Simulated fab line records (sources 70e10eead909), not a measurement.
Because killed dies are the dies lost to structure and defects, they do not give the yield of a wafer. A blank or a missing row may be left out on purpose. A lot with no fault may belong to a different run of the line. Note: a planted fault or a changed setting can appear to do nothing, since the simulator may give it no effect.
What tool caused it? / flow nand harc / 12 lots, 36 wafers sampled, at 5 steps of a route of 1159

WHAT THE GAUGES SHOWED, per wafer
NHARC_THIN_TSV_THK_MEAS_02: measures by ir. Usual: thk nm reads 3012 nm (standard deviation 220).
lot=L732; measured=day 19 03:22; on=film metro-01; thk nm (nm)=3438 2944 2959; flag=
lot=L731; measured=day 19 05:47; on=film metro-02; thk nm (nm)=2694 3086 3155; flag=
lot=L734; measured=day 19 09:52; on=film metro-01; thk nm (nm)=2515 2841 2797; flag=
lot=L733; measured=day 18 21:51; on=film metro-02; thk nm (nm)=3068 2841 3003; flag=
lot=L735; measured=day 19 16:31; on=film metro-02; thk nm (nm)=3186 2635 2783; flag=
lot=L743; measured=day 22 02:01; on=film metro-01; thk nm (nm)=3462 3575 3368; flag=
lot=L744; measured=day 22 00:50; on=film metro-01; thk nm (nm)=2710 2487 2945; flag=
lot=L746; measured=day 22 22:32; on=film metro-01; thk nm (nm)=2922 2842 3094; flag=
lot=L745; measured=day 22 23:44; on=film metro-02; thk nm (nm)=2858 3073 3183; flag=
lot=L749; measured=day 23 07:07; on=film metro-01; thk nm (nm)=3061 2961 2886; flag=
lot=L751; measured=day 24 08:13; on=film metro-01; thk nm (nm)=2825 2647 3158; flag=
lot=L753; measured=day 24 13:04; on=film metro-01; thk nm (nm)=2969 3009 2981; flag=

NHARC_END_SORT_01. Usual: killed at array 29, standard deviation 11; killed at other 0.5, standard deviation 0.8; killed at periphery 3.5, standard deviation 2.8; killed dies 33, standard deviation 12; killed open 3.1, standard deviation 1.8; killed short 1.8, standard deviation 1.4.
lot=L743; measured=day 22 17:23; on=prober-02; killed at array=103 104 109; killed at other=0 0 0; killed at periphery=2 4 1; killed dies=105 108 110; killed open=2 1 1; killed short=0 5 2; flag=OFF
lot=L744; measured=day 22 19:23; on=prober-01; killed at array=82 79 90; killed at other=1 2 1; killed at periphery=3 11 3; killed dies=86 92 94; killed open=1 2 4; killed short=3 2 1; flag=OFF
lot=L746; measured=day 23 16:14; on=prober-02; killed at array=33; killed at other=0; killed at periphery=3; killed dies=36; killed open=1; killed short=2; flag=
lot=L745; measured=day 24 00:49; on=prober-02; killed at array=33; killed at other=0; killed at periphery=1; killed dies=34; killed open=2; killed short=0; flag=
lot=L749; measured=day 24 07:46; on=prober-02; killed at array=39 44; killed at other=0 0; killed at periphery=5 3; killed dies=44 47; killed open=1 3; killed short=1 1; flag=
lot=L751; measured=day 25 09:20; on=prober-01; killed at array=29; killed at other=2; killed at periphery=6; killed dies=37; killed open=3; killed short=0; flag=
lot=L753; measured=day 25 19:32; on=prober-01; killed at array=44; killed at other=0; killed at periphery=1; killed dies=45; killed open=4; killed short=2; flag=

WHICH TOOL RAN EACH LOT (tool, then ch and the chambers of the sampled wafers, then the start)
lot=L732; NHARC_A_STAIRCASE_TRIM_233=rie diel-10 ch 0,2,3, day 11 20:06; NHARC_THIN_TSV_STRIP_45=plasma asher-02 ch 0,1, day 19 05:37; NHARC_THIN_TSV_DESCUM_35=rie diel-13 ch 0,1,2, day 19 10:59
lot=L731; NHARC_A_STAIRCASE_TRIM_233=rie diel-10 ch 2,3, day 12 00:04; NHARC_THIN_TSV_STRIP_45=plasma asher-01 ch 0,1, day 19 07:58; NHARC_THIN_TSV_DESCUM_35=rie diel-11 ch 2,3, day 19 13:23
lot=L734; NHARC_A_STAIRCASE_TRIM_233=rie diel-10 ch 0,3, day 12 03:25; NHARC_THIN_TSV_STRIP_45=plasma asher-01 ch 0,1, day 19 12:06; NHARC_THIN_TSV_DESCUM_35=rie diel-02 ch 2,3, day 19 17:04
lot=L733; NHARC_A_STAIRCASE_TRIM_233=rie diel-10 ch 0,1, day 12 04:32; NHARC_THIN_TSV_STRIP_45=plasma asher-02 ch 0,1, day 19 00:01; NHARC_THIN_TSV_DESCUM_35=rie diel-11 ch 0,1,3, day 19 05:28
lot=L735; NHARC_A_STAIRCASE_TRIM_233=rie diel-06 ch 0,2,3, day 12 07:39; NHARC_THIN_TSV_STRIP_45=plasma asher-02 ch 0,1, day 19 18:35; NHARC_THIN_TSV_DESCUM_35=rie diel-11 ch 2,3, day 19 23:53
lot=L743; NHARC_A_STAIRCASE_TRIM_233=rie diel-10 ch 1,2,3, day 14 07:56; NHARC_THIN_TSV_STRIP_45=plasma asher-02 ch 0,1, day 22 04:02; NHARC_THIN_TSV_DESCUM_35=rie diel-13 ch 0,1,3, day 22 08:55
lot=L744; NHARC_A_STAIRCASE_TRIM_233=rie diel-10 ch 0,3, day 14 14:34; NHARC_THIN_TSV_STRIP_45=plasma asher-02 ch 0,1, day 22 03:06; NHARC_THIN_TSV_DESCUM_35=rie diel-13 ch 0,1,2, day 22 08:04
lot=L746; NHARC_A_STAIRCASE_TRIM_233=rie diel-05 ch 1,2,3, day 15 02:29; NHARC_THIN_TSV_STRIP_45=plasma asher-01 ch 0,1, day 23 00:46; NHARC_THIN_TSV_DESCUM_35=rie diel-02 ch 0,1,2, day 23 05:53
lot=L745; NHARC_A_STAIRCASE_TRIM_233=rie diel-06 ch 0,2, day 15 02:56; NHARC_THIN_TSV_STRIP_45=plasma asher-01 ch 0,1, day 23 01:52; NHARC_THIN_TSV_DESCUM_35=rie diel-11 ch 0,1,2, day 23 07:10
lot=L749; NHARC_A_STAIRCASE_TRIM_233=rie diel-05 ch 0,1,3, day 16 01:00; NHARC_THIN_TSV_STRIP_45=plasma asher-01 ch 1, day 23 09:13; NHARC_THIN_TSV_DESCUM_35=rie diel-13 ch 0,1,3, day 23 14:35
lot=L751; NHARC_A_STAIRCASE_TRIM_233=rie diel-06 ch 1,3, day 16 07:20; NHARC_THIN_TSV_STRIP_45=plasma asher-02 ch 0,1, day 24 10:42; NHARC_THIN_TSV_DESCUM_35=rie diel-02 ch 0,2, day 24 15:55
lot=L753; NHARC_A_STAIRCASE_TRIM_233=rie diel-05 ch 1,2,3, day 17 11:54; NHARC_THIN_TSV_STRIP_45=plasma asher-02 ch 0,1, day 24 15:13; NHARC_THIN_TSV_DESCUM_35=rie diel-02 ch 1,2, day 24 20:13
- NHARC_A_STAIRCASE_TRIM_233: chemistry O2, time 211.2 s.
- NHARC_THIN_TSV_STRIP_45: strips in O2.
- NHARC_THIN_TSV_DESCUM_35: chemistry O2, time 3 s.

AS READ BY THE TOOLS THEMSELVES (means over the sampled wafers that have a number; for cases with no such wafer, the mark the record gives instead)
NHARC_A_STAIRCASE_TRIM_233. Usual: drypump motor current A 5.9 A, standard deviation 0.51; oes product au 0.998 a.u., standard deviation 0.0088; rf vpp V 57.7 V, standard deviation 0.97; showerhead plenum p Torr 3.50 Torr, standard deviation 0.11; throttle valve pct 17.037 %, standard deviation 0.01.
lot=L732; tool=rie diel-10; drypump motor current A (A)=5.6; oes product au (a.u.)=1.002; rf vpp V (V)=57.5; showerhead plenum p Torr (Torr)=3.55; throttle valve pct (%)=17.037; flag=
lot=L731; tool=rie diel-10; drypump motor current A (A)=5.5; oes product au (a.u.)=0.998; rf vpp V (V)=57.7; showerhead plenum p Torr (Torr)=3.47; throttle valve pct (%)=17.046; flag=
lot=L734; tool=rie diel-10; drypump motor current A (A)=5.3; oes product au (a.u.)=0.996; rf vpp V (V)=57.1; showerhead plenum p Torr (Torr)=3.48; throttle valve pct (%)=17.033; flag=
lot=L733; tool=rie diel-10; drypump motor current A (A)=6.3; oes product au (a.u.)=1.004; rf vpp V (V)=57.6; showerhead plenum p Torr (Torr)=3.50; throttle valve pct (%)=17.029; flag=
lot=L735; tool=rie diel-06; drypump motor current A (A)=6.0; oes product au (a.u.)=1.009; rf vpp V (V)=58.1; showerhead plenum p Torr (Torr)=3.55; throttle valve pct (%)=17.039; flag=
lot=L743; tool=rie diel-10; drypump motor current A (A)=6.1; oes product au (a.u.)=0.997; rf vpp V (V)=57.5; showerhead plenum p Torr (Torr)=3.47; throttle valve pct (%)=17.036; flag=
lot=L744; tool=rie diel-10; drypump motor current A (A)=5.3; oes product au (a.u.)=0.990; rf vpp V (V)=57.4; showerhead plenum p Torr (Torr)=3.47; throttle valve pct (%)=17.029; flag=
lot=L746; tool=rie diel-05; drypump motor current A (A)=5.9; oes product au (a.u.)=0.994; rf vpp V (V)=57.0; showerhead plenum p Torr (Torr)=3.47; throttle valve pct (%)=17.035; flag=
lot=L745; tool=rie diel-06; drypump motor current A (A)=5.7; oes product au (a.u.)=0.992; rf vpp V (V)=57.5; showerhead plenum p Torr (Torr)=3.48; throttle valve pct (%)=17.044; flag=
lot=L749; tool=rie diel-05; drypump motor current A (A)=5.6; oes product au (a.u.)=0.983; rf vpp V (V)=57.2; showerhead plenum p Torr (Torr)=3.39; throttle valve pct (%)=17.028; flag=
lot=L751; tool=rie diel-06; drypump motor current A (A)=6.0; oes product au (a.u.)=1.009; rf vpp V (V)=57.5; showerhead plenum p Torr (Torr)=3.55; throttle valve pct (%)=17.047; flag=
lot=L753; tool=rie diel-05; drypump motor current A (A)=5.9; oes product au (a.u.)=0.999; rf vpp V (V)=57.4; showerhead plenum p Torr (Torr)=3.46; throttle valve pct (%)=17.034; flag=

NHARC_THIN_TSV_STRIP_45. Usual: drypump motor current A 5.74 A, standard deviation 0.15; heater power w 332 W, standard deviation 22; temp c 250.03 C, standard deviation 0.17.
lot=L732; tool=plasma asher-02; drypump motor current A (A)=5.79; heater power w (W)=325; temp c (C)=249.85; flag=
lot=L731; tool=plasma asher-01; drypump motor current A (A)=5.79; heater power w (W)=365; temp c (C)=250.07; flag=
lot=L734; tool=plasma asher-01; drypump motor current A (A)=5.59; heater power w (W)=371; temp c (C)=250.06; flag=
lot=L733; tool=plasma asher-02; drypump motor current A (A)=5.73; heater power w (W)=317; temp c (C)=250.02; flag=
lot=L735; tool=plasma asher-02; drypump motor current A (A)=5.74; heater power w (W)=322; temp c (C)=250.19; flag=
lot=L743; tool=plasma asher-02; drypump motor current A (A)=5.73; heater power w (W)=319; temp c (C)=249.78; flag=
lot=L744; tool=plasma asher-02; drypump motor current A (A)=5.77; heater power w (W)=325; temp c (C)=250.09; flag=
lot=L746; tool=plasma asher-01; drypump motor current A (A)=5.76; heater power w (W)=366; temp c (C)=249.82; flag=
lot=L745; tool=plasma asher-01; drypump motor current A (A)=5.61; heater power w (W)=360; temp c (C)=250.09; flag=
lot=L749; tool=plasma asher-01; drypump motor current A (A)=5.40; heater power w (W)=352; temp c (C)=249.80; flag=
lot=L751; tool=plasma asher-02; drypump motor current A (A)=5.72; heater power w (W)=312; temp c (C)=249.84; flag=
lot=L753; tool=plasma asher-02; drypump motor current A (A)=5.77; heater power w (W)=321; temp c (C)=250.04; flag=

NHARC_THIN_TSV_DESCUM_35. Usual: drypump motor current A 5.8 A, standard deviation 0.54; oes product au 0.998 a.u., standard deviation 0.0087; rf vpp V 57.9 V, standard deviation 0.84; showerhead plenum p Torr 1.92 Torr, standard deviation 0.061; throttle valve pct 11.311 %, standard deviation 0.0092.
lot=L732; tool=rie diel-13; drypump motor current A (A)=5.7; oes product au (a.u.)=1.000; rf vpp V (V)=57.1; showerhead plenum p Torr (Torr)=1.92; throttle valve pct (%)=11.314; flag=
lot=L731; tool=rie diel-11; drypump motor current A (A)=6.0; oes product au (a.u.)=1.000; rf vpp V (V)=57.8; showerhead plenum p Torr (Torr)=1.95; throttle valve pct (%)=11.308; flag=
lot=L734; tool=rie diel-02; drypump motor current A (A)=6.3; oes product au (a.u.)=0.996; rf vpp V (V)=58.4; showerhead plenum p Torr (Torr)=1.89; throttle valve pct (%)=11.313; flag=
lot=L733; tool=rie diel-11; drypump motor current A (A)=6.0; oes product au (a.u.)=0.991; rf vpp V (V)=58.4; showerhead plenum p Torr (Torr)=1.96; throttle valve pct (%)=11.311; flag=
lot=L735; tool=rie diel-11; drypump motor current A (A)=6.1; oes product au (a.u.)=1.002; rf vpp V (V)=57.2; showerhead plenum p Torr (Torr)=1.95; throttle valve pct (%)=11.312; flag=
lot=L743; tool=rie diel-13; drypump motor current A (A)=5.1; oes product au (a.u.)=0.989; rf vpp V (V)=58.5; showerhead plenum p Torr (Torr)=1.97; throttle valve pct (%)=11.313; flag=
lot=L744; tool=rie diel-13; drypump motor current A (A)=5.7; oes product au (a.u.)=0.998; rf vpp V (V)=57.3; showerhead plenum p Torr (Torr)=1.92; throttle valve pct (%)=11.311; flag=
lot=L746; tool=rie diel-02; drypump motor current A (A)=5.8; oes product au (a.u.)=1.000; rf vpp V (V)=58.4; showerhead plenum p Torr (Torr)=1.88; throttle valve pct (%)=11.304; flag=
lot=L745; tool=rie diel-11; drypump motor current A (A)=6.2; oes product au (a.u.)=0.996; rf vpp V (V)=57.5; showerhead plenum p Torr (Torr)=1.93; throttle valve pct (%)=11.308; flag=
lot=L749; tool=rie diel-13; drypump motor current A (A)=5.2; oes product au (a.u.)=0.989; rf vpp V (V)=58.2; showerhead plenum p Torr (Torr)=1.97; throttle valve pct (%)=11.314; flag=
lot=L751; tool=rie diel-02; drypump motor current A (A)=5.7; oes product au (a.u.)=0.997; rf vpp V (V)=58.1; showerhead plenum p Torr (Torr)=1.92; throttle valve pct (%)=11.315; flag=
lot=L753; tool=rie diel-02; drypump motor current A (A)=5.7; oes product au (a.u.)=1.005; rf vpp V (V)=57.0; showerhead plenum p Torr (Torr)=1.89; throttle valve pct (%)=11.317; flag=

THE ANSWER, worked out from the rows above alone
Rule: lot off if the mean of its wafers having a number is beyond 3 standard deviations from the usual mean. A lot without any number at a reading at which 4 lots or more have one is off too. Where the step has rows for the other lots, those lots are counted as sound. Order of review: gauges by route order, followed by the tools' own readings, for which a lot's mean as printed above is used. The first step at which some lot is off is used, and at that step the reading that is off furthest; a lot without a number counts as furthest.
Off at NHARC_END_SORT_01 (killed at array): L743, L744. Neither off nor sound, because the step has no rows for them: L732, L731, L734, L733, L735.
A tool fits if, at a process step before that reading, it ran every lot that is off, and no sound lot after the first of them. Those tools and the gauges at NHARC_END_SORT_01 are tried in the same way. One fits: rie diel-10 at NHARC_A_STAIRCASE_TRIM_233. It ran no sound lot before its first lot that is off in this sample, so the start can't be narrowed down.

WHAT WAS PUT IN BY THE SIMULATOR
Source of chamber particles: rie diel-10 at NHARC_A_STAIRCASE_TRIM_233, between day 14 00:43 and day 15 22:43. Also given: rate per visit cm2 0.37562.
Struck lots among those shown: L744, L743. This agrees with what the rule above found.
